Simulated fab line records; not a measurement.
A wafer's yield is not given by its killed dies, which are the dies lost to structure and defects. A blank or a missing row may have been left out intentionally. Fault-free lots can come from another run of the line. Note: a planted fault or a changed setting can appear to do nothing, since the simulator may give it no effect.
Split-lot trial | flow n5Finfet | 39 wafers read from 7 lots, route of 1938 steps

## SPLIT DETAILS
At N5_SD_EPI_N_EPI_21 (deposits Si:P, time 690 s), the setting epiGrowthTimeS was moved away from the recipe's 690 s on 15 of the 39 wafers read, by -43.2% to +36.5%. The other wafers ran this setting at the recipe's value.

The reading is taken at the split's own step.

## THE READING
Si-P_of_SD_EPI_N_EPI_21.thkNm (the simulator's own value, which no gauge read), in nm, at N5_SD_EPI_N_EPI_21 (deposits Si:P, time 690 s). No usual value for it is given in the file. The 24 wafers here that ran the recipe average 58.9 nm, standard deviation 0.5 nm.

wafer  | tool, chamber at the split | epiGrowthTimeS as run, s | against the recipe | Si-P_of_SD_EPI_N_EPI_21.thkNm, nm | against lot-mates on the recipe
L076.1 | epiRpcvd-01, 0             | 690                      | recipe             | 59.2                              | -
L076.2 | epiRpcvd-01, 0             | 432.2                    | -37.4%             | 39.6                              | -19.5
L076.3 | epiRpcvd-01, 0             | 690                      | recipe             | 59                                | -
L076.5 | epiRpcvd-01, 0             | 690                      | recipe             | 59                                | -
L076.4 | epiRpcvd-01, 0             | 432.2                    | -37.4%             | 39.8                              | -19.3
L076.6 | epiRpcvd-01, 0             | 432.2                    | -37.4%             | 39.8                              | -19.3
L078.1 | epiRpcvd-02, 0             | 690                      | recipe             | 58.8                              | -
L078.2 | epiRpcvd-02, 0             | 941.6                    | +36.5%             | 73                                | +14.0
L078.3 | epiRpcvd-02, 0             | 690                      | recipe             | 59.2                              | -
L078.4 | epiRpcvd-02, 0             | 941.6                    | +36.5%             | 72.4                              | +13.4
L078.5 | epiRpcvd-02, 0             | 941.6                    | +36.5%             | 73.2                              | +14.2
L078.6 | epiRpcvd-02, 0             | 690                      | recipe             | 59                                | -
L080.1 | epiRpcvd-03, 0             | 690                      | recipe             | 58.8                              | -
L080.4 | epiRpcvd-03, 0             | 690                      | recipe             | 58.8                              | -
L080.2 | epiRpcvd-03, 0             | 690                      | recipe             | 59.4                              | -
L081.1 | epiRpcvd-01, 0             | 690                      | recipe             | 58.2                              | -
L081.2 | epiRpcvd-01, 0             | 690                      | recipe             | 57.4                              | -
L081.3 | epiRpcvd-01, 0             | 391.7                    | -43.2%             | 35.4                              | -22.5
L081.5 | epiRpcvd-01, 0             | 391.7                    | -43.2%             | 35.4                              | -22.5
L081.4 | epiRpcvd-01, 0             | 391.7                    | -43.2%             | 35.2                              | -22.7
L081.6 | epiRpcvd-01, 0             | 690                      | recipe             | 58                                | -
L083.1 | epiRpcvd-01, 0             | 443.1                    | -35.8%             | 40.6                              | -18.1
L083.2 | epiRpcvd-01, 0             | 690                      | recipe             | 58.6                              | -
L083.3 | epiRpcvd-01, 0             | 690                      | recipe             | 58.6                              | -
L083.4 | epiRpcvd-01, 0             | 443.1                    | -35.8%             | 40.8                              | -17.9
L083.5 | epiRpcvd-01, 0             | 690                      | recipe             | 59                                | -
L083.6 | epiRpcvd-01, 0             | 443.1                    | -35.8%             | 40.4                              | -18.3
L090.1 | epiRpcvd-03, 0             | 690                      | recipe             | 58.6                              | -
L090.2 | epiRpcvd-03, 0             | 690                      | recipe             | 58.8                              | -
L090.5 | epiRpcvd-03, 0             | 690                      | recipe             | 58.8                              | -
L090.3 | epiRpcvd-03, 0             | 397.1                    | -42.4%             | 36.4                              | -22.3
L090.4 | epiRpcvd-03, 0             | 397.1                    | -42.4%             | 36.6                              | -22.1
L090.6 | epiRpcvd-03, 0             | 397.1                    | -42.4%             | 36.8                              | -21.9
L096.1 | epiRpcvd-03, 0             | 690                      | recipe             | 59                                | -
L096.2 | epiRpcvd-03, 0             | 690                      | recipe             | 59.6                              | -
L096.4 | epiRpcvd-03, 0             | 690                      | recipe             | 59.6                              | -
L096.6 | epiRpcvd-03, 0             | 690                      | recipe             | 59.6                              | -
L096.3 | epiRpcvd-03, 0             | 690                      | recipe             | 58.8                              | -
L096.5 | epiRpcvd-03, 0             | 690                      | recipe             | 59.4                              | -

THE FIT
A straight line over all 39 wafers: Si-P_of_SD_EPI_N_EPI_21.thkNm changes by +0.489 nm for each +1% of epiGrowthTimeS; r = +0.99; the points scatter about the line by 1.3 nm.
The same after taking each lot's own level away (the mean of its wafers on the recipe; 39 wafers): +0.482 nm for each +1%; r = +0.99; scatter 1.1 nm.
Per that fit: largest epiGrowthTimeS move, reading shift of 21 nm.
Across the lots, their own levels run from 57.87 to 59.33 nm, a range of 2.9 times the standard deviation given above.
The two slopes are in agreement: the lot-to-lot level therefore moves the slope only a little.
Check: -21.5 nm against its lot-mates is what the line predicts for one of the wafers moved furthest among these (-43.2%) when that wafer is left out of the fit. Against them it came out at -22.5 nm.

## FURTHER SPLITS ON THESE WAFERS
Note: prior to the reading, these wafers also went through further splits. Each is held against what the fit with the lots' levels taken away leaves over:
other split on the same wafers          | wafers away from the commonest value | r with Si-P_of_SD_EPI_N_EPI_21.thkNm (lot level and that fit taken away)
N5_PMOS_HMC_CHANNEL_EPI_HM_DEP_34 timeS | 12                                   | -0.21

## THE WHOLE CHAIN: every reading that the file lists as answering this split, in the file's order
step                    | what it does              | reading                                                                        | change (the file's fit)               | r (the file's)
N5_SD_EPI_N_EPI_21      | deposits Si:P, time 690 s | Si-P_of_SD_EPI_N_EPI_21.thkNm (the simulator's own value, which no gauge read) | +0.494 nm for each +1% of the setting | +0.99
N5_SD_EPI_N_EPI_MEAS_23 |                           | thkNm                                                                          | withheld for each +1% of the setting  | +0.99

## THE FILE'S OWN FIT
Si-P_of_SD_EPI_N_EPI_21.thkNm changes by +0.494 nm for each +1% of epiGrowthTimeS, r = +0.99.
